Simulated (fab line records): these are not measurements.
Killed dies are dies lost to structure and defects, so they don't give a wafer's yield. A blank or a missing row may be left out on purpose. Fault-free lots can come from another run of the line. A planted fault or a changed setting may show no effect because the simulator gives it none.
Split-lot study	flow n5Finfet	16 wafers read across 7 lots, on a route 1938 steps long

ABOUT THE SPLIT
At N5_BEOL_M4_SPUTTER_90 (material Cu, target thk 4.5 nm, time 8.29 s), the setting timeS was moved away from the recipe's 8.29 s on 3 of the 16 wafers read, by -11.7% to -9.5%. All remaining wafers had this setting at the recipe value.

The reading comes from the split's own step.

THE READING
Cu_of_BEOL_M4_SPUTTER_90.thkNm (the simulator's own value, which no gauge read), in nm, at N5_BEOL_M4_SPUTTER_90 (material Cu, target thk 4.5 nm, time 8.29 s). No usual value for it is given in the file. Average 4.5 nm, standard deviation 0.092 nm, over the 13 wafers here run with the recipe.

wafer	tool, chamber at the split	timeS as run, s	against the recipe	Cu_of_BEOL_M4_SPUTTER_90.thkNm, nm	against lot-mates on the recipe
L086.2	pvdSputter-02, -	8.29	recipe	4.4	-
L086.6	pvdSputter-02, -	8.29	recipe	4.4	-
L086.3	pvdSputter-02, -	8.29	recipe	4.6	-
L085.1	pvdSputter-03, -	7.426	-10.4%	4	-0.6
L085.5	pvdSputter-03, -	8.29	recipe	4.6	-
L085.6	pvdSputter-03, -	8.29	recipe	4.6	-
L087.1	pvdSputter-01, -	8.29	recipe	4.4	-
L087.4	pvdSputter-01, -	7.5	-9.5%	4	-0.4
L089.3	pvdSputter-01, -	8.29	recipe	4.6	-
L089.5	pvdSputter-01, -	7.322	-11.7%	4	-0.6
L093.1	pvdSputter-03, -	8.29	recipe	4.6	-
L093.4	pvdSputter-03, -	8.29	recipe	4.6	-
L095.1	pvdSputter-02, -	8.29	recipe	4.6	-
L095.2	pvdSputter-02, -	8.29	recipe	4.6	-
L095.4	pvdSputter-02, -	8.29	recipe	4.4	-
L096.4	pvdSputter-02, -	8.29	recipe	4.6	-

FIT RESULTS
A straight line over all 16 wafers: Cu_of_BEOL_M4_SPUTTER_90.thkNm changes by +0.0506 nm for each +1% of timeS; r = +0.93; the points scatter about the line by 0.091 nm.
The same after taking each lot's own level away (the mean of its wafers on the recipe; 16 wafers): +0.0509 nm for each +1%; r = +0.96; scatter 0.068 nm.
Per that fit: largest timeS move, reading shift of 0.59 nm.
Measured against the standard deviation above, the lots' own levels, which go from 4.40 to 4.60 nm, span 2.2 times it.
Consequently the slope shifts little with the lot-to-lot level, the two slopes agreeing.
Check: with one of the wafers moved furthest among these (-11.7%) left out of the fit, the line predicts -0.589 nm for it against its lot-mates. Against them it came out at -0.6 nm.

THESE WAFERS: OTHER SPLITS
Before the reading, these wafers also passed through other splits. Each is held against what the fit with the lots' levels taken away leaves over:
other split on the same wafers	wafers away from the commonest value	r with Cu_of_BEOL_M4_SPUTTER_90.thkNm (lot level and that fit taken away)
N5_MOL_CONTACT_COAG_EXPOSE_37 doseMj	5	-0.36
N5_MOL_CONTACT_COAG_ALD_133 aldCycles	3	-0.16
N5_BEOL_M0_SAQP_SPACER1_ALD_98 aldCycles	1	-0.34
N5_BEOL_M1_COAT_05 spinRpm	5	-0.19
N5_BEOL_M1_ETCH_64 sourceW	6	-0.02
N5_BEOL_M3_EXPOSE_25 doseMj	1	+0.27

FILE'S OWN FIT
Cu_of_BEOL_M4_SPUTTER_90.thkNm changes by +0.0515 nm for each +1% of timeS, r = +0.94.
